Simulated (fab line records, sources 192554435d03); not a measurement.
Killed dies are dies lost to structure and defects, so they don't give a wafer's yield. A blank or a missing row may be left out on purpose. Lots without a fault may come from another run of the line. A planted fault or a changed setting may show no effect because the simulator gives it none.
fab line records | flow n5_finfet
record lots=10 wafers=28 last_day=18
route steps=1938 shown BEOL_M0_SAQP@678 BEOL_M4@1111
lots that met no fault: from a run of the same line without faults
start_h: hours from the record's first day to the start of the lot's first wafer shown | wait_h: hours since the lot's step before | " the same as in the row above | L1.1+2: a row that stands for several wafers | - no value, or no start given | * or withheld: withheld | < > ~ a bound
route shown NAME@n: a module of which the file shows steps, and the number in the route of the first | usual: mean/standard deviation of fault-free wafers | same: alike in all rows | chamber/n: place in a boat | sites: the reading at each site | _std_site: their standard deviation | _edge_site: outer sites' mean less inner sites' | radius_mm: how far each site lies from the wafer's centre | mask NAME#n: copy n | behind: the tool/chamber that last shaped the wafer | hold: why the lot was held/for how many hours/how that ended | device: the transistor (n, p or np) that didn't switch | end of line: the same wafers' tests at the end of the route | a step without rows: its recipe alone | killed: dies lost to structure and defects at the first sort, not the wafer's yield | map: a wafer's dies, x killed, . not, _ none there
set.NAME: the setting as run; set.NAME@STEP: as run at that earlier step | model.NAME: the simulator's own value behind a step, which no gauge read
steps of the route over a sample of lots; a table a step, a row a wafer
services: from which hour (start_h, from the record's first day; less than 0 if before it) a tool's chamber was out of use, for how many hours, and why
## steps
# step N5_BEOL_M0_SAQP_MANDREL2_REMOVE_110
# recipe chemistry=HBr/Cl2/O2 bt_time_s=10 target=a-Si stop_on=SiCN endpoint=OES-SiCl over_etch_frac=1 icp_w=600 bias_w=30 HBr_flow_sccm=150 Cl2_flow_sccm=80 O2_flow_sccm=5 pressure_mtorr=10
# usual O2_flow_sccm=4.999/0.014 drypump_motor_current_A=5.7/0.46 oes_product_au=0.998/0.016 throttle_valve_pct=36.8/0.33
# columns lot.wafer tool chamber start_h wait_h O2_flow_sccm drypump_motor_current_A oes_product_au rf_hours_counter_h throttle_valve_pct
L819.1 rie_si-06 1 132.86 0.1 5.009 5.7 1.001 139 36.3
L819.3 " 0 " " 5.006 5.8 0.992 116 37.1
L819.5 " 3 " " 5.005 6.7 0.986 - 36.6
L820.2 rie_si-04 2 141.97 0.1 4.993 5.1 0.979 127 36.9
L820.4 " 3 " " 5.030 6.1 1.014 135 36.8
L820.5 " 1 " " 4.991 5.5 1.014 - 36.7
L825.2 rie_si-06 3 171.61 0.1 4.998 6.7 1.001 26 36.6
L825.4 " 2 " " 4.992 5.8 0.981 6 36.6
L825.5 " 3 " " 4.986 6.7 1.002 - 36.6
L827.3 rie_si-01 2 185.84 0.1 4.989 5.8 1.016 77 36.7
L827.5 " 2 " " 4.973 5.8 1.022 - 36.7
L827.6 " 3 " " 4.998 5.1 0.996 - 36.9
L828.1 rie_si-06 0 196.63 0.1 5.007 5.8 0.999 118 37.1
L828.5 " 1 " " 5.010 5.6 1.021 - 36.3
L829.2 rie_si-01 2 197.69 0.1 5.001 5.8 1.017 78 36.7
L829.4 " 0 " " 4.983 5.5 0.984 31 36.8
L829.6 " 0 " " 4.979 5.5 0.977 - 36.8
L830.4 rie_si-06 1 204.86 0.1 5.000 5.6 1.012 - 36.3
L830.5 " 2 " " 4.995 5.7 0.995 - 36.6
L836.4 rie_si-01 2 237.89 0.1 5.016 5.8 1.000 78 36.7
L836.5 " 3 " " 4.999 5.1 0.986 - 36.9
L836.6 " 0 " " 4.991 5.5 0.960 - 36.8
L839.1 rie_si-06 3 249.55 0.1 4.974 6.8 1.010 27 36.6
L839.4 " 1 " " 4.979 5.7 1.010 141 36.3
L839.5 " 0 " " 4.999 5.8 0.996 - 37.1
L838.1 rie_si-04 0 251.85 0.1 4.990 5.9 0.980 150 37.6
L838.2 " 3 " " 4.990 6.1 1.024 137 36.8
L838.3 " 2 " " 5.012 5.1 0.992 129 36.9
# step N5_BEOL_M0_SAQP_INSPECT_42
# recipe mode=adi inspect_instrument=brightfield
# usual raw_defect_count=299/98
# columns lot.wafer tool chamber start_h wait_h raw_defect_count
L819.1 defect_inspect-02 - 133.49 0.1 301
L819.3 " - " " 183
L819.5 " - " " 240
L820.2 defect_inspect-01 - 142.49 0.1 248
L820.4 " - " " 197
L820.5 " - " " 381
L825.2 defect_inspect-02 - 172.12 0.0 230
L825.4 " - " " 265
L825.5 " - " " 399
L827.3 defect_inspect-01 - 186.35 0.0 217
L827.5 " - " " 226
L827.6 " - " " 400
L828.1 defect_inspect-02 - 197.26 0.1 287
L828.5 " - " " 450
L829.2 defect_inspect-02 - 198.20 0.0 252
L829.4 " - " " 254
L829.6 " - " " 135
L830.4 defect_inspect-02 - 205.33 0.0 497
L830.5 " - " " 236
L836.4 defect_inspect-01 - 238.52 0.0 351
L836.5 " - " " 261
L836.6 " - " " 336
L839.1 defect_inspect-01 - 250.22 0.1 311
L839.4 " - " " 239
L839.5 " - " " 222
L838.1 defect_inspect-02 - 252.50 0.1 411
L838.2 " - " " 426
L838.3 " - " " 231
# step N5_BEOL_M0_SAQP_ALD_48
# recipe material=SiO2 target_thk_a=200 temp_c=100 ald_precursor_family=BDEAS ald_co_reactant=O2-plasma pulse_time_s=1 co_reactant_pulse_time_s=1 purge_time_s=2 co_reactant_purge_time_s=2 ald_cycles=139 pressure_torr=2
# usual ald_cycles=139/0 heater_power_w=76/5.6 precursor_pulse_height_rel=1.000/0.02
# same purge_time_s=2
# columns lot.wafer tool chamber start_h wait_h ald_cycles heater_power_w precursor_pulse_height_rel
L819.1 ald_sin-01 0 133.81 0.0 139 75 0.989
L819.3 " 3 " " 139 79 0.971
L819.5 " 0 " " 139 75 0.998
L820.2 ald_sin-01 2 143.29 0.4 139 76 1.007
L820.4 " 0 " " 139 74 0.985
L820.5 " 2 " " 139 76 1.004
L825.2 ald_sin-02 3 173.80 1.0 139 73 1.001
L825.4 " 0 " " 139 77 1.011
L825.5 " 3 " " 139 73 0.983
L827.3 ald_sin-01 2 186.98 0.3 139 78 0.976
L827.5 " 3 " " 94 80 1.005
L827.6 " 0 " " 94 73 1.051
L828.1 ald_sin-01 3 197.58 0.0 139 82 0.953
L828.5 " 2 " " 94 75 0.992
L829.2 ald_sin-04 1 198.66 0.0 139 82 0.985
L829.4 " 2 " " 139 77 0.966
L829.6 " 1 " " 139 79 1.007
L830.4 ald_sin-01 2 206.59 1.0 139 76 1.054
L830.5 " 0 " " 94 76 1.029
L836.4 ald_sin-04 3 238.84 0.0 139 76 0.981
L836.5 " 0 " " 139 84 1.015
L836.6 " 1 " " 139 79 1.020
L839.1 ald_sin-02 3 250.68 0.1 139 74 1.010
L839.4 " 0 " " 139 73 0.957
L839.5 " 1 " " 139 79 1.026
L838.1 ald_sin-02 1 253.05 0.0 139 81 0.972
L838.2 " 2 " " 139 59 0.994
L838.3 " 3 " " 139 71 1.007
# step N5_BEOL_M0_SAQP_STRIP_75
# recipe chemistry=CF4 resist=SiARC power_w=300 bias_power_w=75 pressure_mtorr=50 cf4_flow_sccm=150 rf_frequency_hz=6e+07
# usual drypump_motor_current_A=5.7/0.48 oes_product_au=0.176/0.019 power_w=299.9/0.82 rf_vpp_V=271.3/1.3 showerhead_plenum_p_Torr=1.80/0.045 throttle_valve_pct=13.68/0.28
# columns lot.wafer tool chamber start_h wait_h drypump_motor_current_A oes_product_au power_w rf_hours_counter_h rf_vpp_V showerhead_plenum_p_Torr throttle_valve_pct
L819.1 rie_diel-04 2 134.53 0.1 6.1 0.160 299.0 209 272.1 1.85 13.95
L819.3 " 3 " " 5.3 0.164 299.7 195 271.1 1.85 13.54
L819.5 " 0 " " 5.6 0.164 300.9 - 271.4 1.78 14.13
L820.2 rie_diel-06 3 143.92 0.1 5.2 0.167 298.5 151 269.2 1.73 13.93
L820.4 " 3 " " 5.2 0.178 299.2 - 269.3 1.73 13.91
L820.5 " 0 " " 5.4 0.199 299.7 - 269.4 1.77 13.67
L825.2 rie_diel-06 3 174.49 0.1 5.3 0.177 299.9 163 269.6 1.73 13.93
L825.4 " 1 " " 5.2 0.223 299.4 - 272.7 1.91 13.29
L825.5 " 3 " " 5.3 0.178 300.8 - 270.0 1.73 13.93
L827.3 rie_diel-04 3 187.60 0.1 5.3 0.163 300.4 210 270.9 1.84 13.55
L827.5 " 1 " " 6.5 0.184 301.0 - 272.0 1.81 13.42
L827.6 " 2 " " 6.1 0.161 300.8 - 272.9 1.85 13.98
L828.1 rie_diel-02 1 198.21 0.1 5.9 0.188 299.2 73 270.0 1.75 13.24
L828.5 " 1 " " 5.9 0.181 299.8 - 270.3 1.75 13.27
L829.2 rie_diel-04 1 199.33 0.1 6.5 0.184 299.5 114 272.0 1.81 13.42
L829.4 " 1 " " 6.5 0.178 299.4 - 272.0 1.81 13.41
L829.6 " 3 " " 5.3 0.164 299.9 - 272.9 1.84 13.56
L830.4 rie_diel-04 1 207.22 0.1 6.5 0.181 300.7 117 270.5 1.81 13.41
L830.5 " 1 " " 6.5 0.181 300.5 - 272.0 1.81 13.42
L836.4 rie_diel-02 2 239.46 0.1 5.8 0.160 301.1 244 270.3 1.79 13.69
L836.5 " 3 " " 5.1 0.177 299.1 - 269.9 1.74 14.05
L836.6 " 2 " " 5.7 0.159 299.8 - 271.3 1.79 13.68
L839.1 rie_diel-06 3 251.30 0.1 5.3 0.158 298.2 195 268.1 1.72 14.02
L839.4 " 0 " " 5.3 0.192 299.8 - 269.9 1.76 13.77
L839.5 " 3 " " 5.3 0.161 299.4 - 269.8 1.72 14.02
L838.1 rie_diel-04 0 253.68 0.1 5.6 0.215 299.8 13 270.0 1.78 13.62
L838.2 " 2 " " 6.1 0.157 300.8 242 272.1 1.84 14.00
L838.3 " 3 " " 5.3 0.160 300.7 230 271.8 1.84 13.58
# step N5_BEOL_M4_RC_MEAS_101
# usual DIBL_N=35.4/2.1 DIBL_P=34.8/2.6 IOFF_N=0.15/0.037 IOFF_P=0.19/0.037 ION_N=677/16 ION_P=462/9.3 SS_N=71.4/0.75 SS_P=72.9/0.77 VT_N=250/3.7 VT_P=-251/3.5
# columns lot.wafer tool chamber start_h wait_h DIBL_N[mV/V] DIBL_P[mV/V] IOFF_N[nA/um] IOFF_P[nA/um] ION_N[uA/um] ION_P[uA/um] SS_N[mV/dec] SS_P[mV/dec] VT_N[mV] VT_P[mV]
L819.1 prober-02 0 198.45 0.2 34.7 35.4 0.15 0.18 697 463 70.7 72.6 249 -256
L819.3 " 0 " " 31.1 31.0 0.09 0.13 665 461 70.3 71.1 256 -256
L819.5 " 0 " " 35.3 35.7 0.14 0.19 679 464 71.1 72.5 249 -252
L820.2 prober-02 0 200.94 0.2 39.0 37.7 0.24 0.23 679 456 72.0 74.2 245 -248
L820.4 " 0 " " 32.9 31.1 0.12 0.15 672 463 70.8 72.4 255 -252
L820.5 " 0 " " 37.2 35.9 0.20 0.21 688 465 72.7 73.9 245 -248
L825.2 prober-01 0 230.56 0.2 34.5 34.6 0.13 0.17 684 464 71.4 72.2 252 -252
L825.4 " 0 " " 36.8 37.8 0.15 0.20 669 453 71.6 73.7 251 -255
L825.5 " 0 " " 36.8 36.9 0.16 0.19 668 457 71.8 73.4 249 -253
L827.3 prober-02 0 251.52 0.3 34.3 34.2 0.13 0.17 660 454 71.3 71.9 251 -253
L827.5 " 0 " " 39.5 41.3 0.25 0.31 712 480 72.6 74.3 242 -243
L827.6 " 0 " " 32.7 31.6 0.11 0.14 669 457 70.9 72.1 253 -254
L829.2 prober-01 0 252.84 0.2 35.2 34.9 0.15 0.21 683 467 71.2 73.5 248 -248
L829.4 " 0 " " 35.3 34.9 0.14 0.21 679 469 71.3 73.1 249 -249
L829.6 " 0 " " 33.4 32.1 0.12 0.17 674 462 71.4 72.2 254 -250
L830.4 prober-01 0 255.84 0.5 28.8 26.1 0.07 0.10 635 444 69.5 70.5 261 -259
L830.5 " 0 " " 36.4 34.9 0.15 0.20 652 452 72.4 72.8 253 -249
L828.1 prober-02 0 258.33 0.0 33.6 33.6 0.15 0.20 688 480 70.6 72.4 246 -248
L828.5 " 0 " " 34.1 34.6 0.16 0.22 700 479 71.4 72.1 246 -250
L836.4 prober-01 0 303.34 0.5 35.9 34.1 0.13 0.15 656 449 71.6 72.8 255 -254
L836.5 " 0 " " 39.2 39.1 0.20 0.22 709 469 72.2 74.6 245 -253
L836.6 " 0 " " 35.8 33.8 0.13 0.14 668 445 71.5 73.2 254 -261
L839.1 prober-02 0 326.03 0.0 38.0 40.0 0.22 0.26 710 477 72.6 73.7 242 -247
L839.4 " 0 " " 36.1 37.1 0.18 0.23 701 476 71.7 73.3 247 -250
L839.5 " 0 " " 36.0 36.9 0.17 0.21 689 467 71.4 73.6 246 -250
L838.1 prober-01 0 327.31 0.0 35.5 35.0 0.15 0.23 676 468 71.7 73.1 254 -243
L838.2 " 0 " " 32.7 31.9 0.11 0.18 672 472 70.3 71.7 254 -247
L838.3 " 0 " " 35.4 36.6 0.16 0.25 688 474 71.5 72.9 249 -244
## services
# columns tool chamber start_h hours kind
rie_diel-04 2 109.23 1.6 repair
rie_diel-06 2 112.41 19.7 repair
rie_si-04 2 120.20 5.0 repair
rie_diel-04 0 138.95 5.4 repair
rie_si-06 3 152.88 15.1 repair
ald_sin-04 - 170.99 6.1 pm
rie_diel-02 1 177.11 5.9 repair
ald_sin-02 - 177.62 14.0 pm
rie_diel-06 1 184.00 81.3 repair
rie_si-04 - 190.95 0.1 repair
rie_diel-02 3 191.84 6.5 repair
rie_diel-04 2 198.53 2.8 repair
rie_si-06 0 198.68 6.8 repair
ald_sin-02 0 203.30 2.6 repair
ald_sin-01 - 215.63 6.0 pm
rie_si-04 0 216.00 2.3 repair
rie_diel-06 2 218.19 13.6 repair
rie_diel-06 0 220.16 6.2 repair
rie_si-04 1 226.09 6.7 repair
ald_sin-01 0 228.73 4.1 repair
ald_sin-02 - 232.28 1.2 repair
ald_sin-04 1 233.35 5.2 repair
ald_sin-04 - 236.40 0.5 repair
rie_diel-02 3 243.66 9.1 repair
## key
first_sign step=N5_BEOL_M0_SAQP_ALD_48 reading=ald_cycles direction=down sigmas=99+ usual=* struck=*
effect none on later readings
met_at N5_BEOL_M0_SAQP_ALD_48
struck_lots L827,L828,L830
struck_wafers L827.5,L827.6,L828.5,L830.5
not_acting_at N5_BEOL_M0_SAQP_MANDREL2_REMOVE_110,N5_BEOL_M0_SAQP_INSPECT_42,N5_BEOL_M0_SAQP_STRIP_75
onset_between 143.29 186.98
fault kind=process_parameter_drift tool=ald_sin-01 chamber=- onset_h=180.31 steps=N5_BEOL_M0_SAQP_ALD_48 channel=ald_cycles offset=* shape=step end_h=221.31 scope=struck_wafers_only acts_in=* stated=*
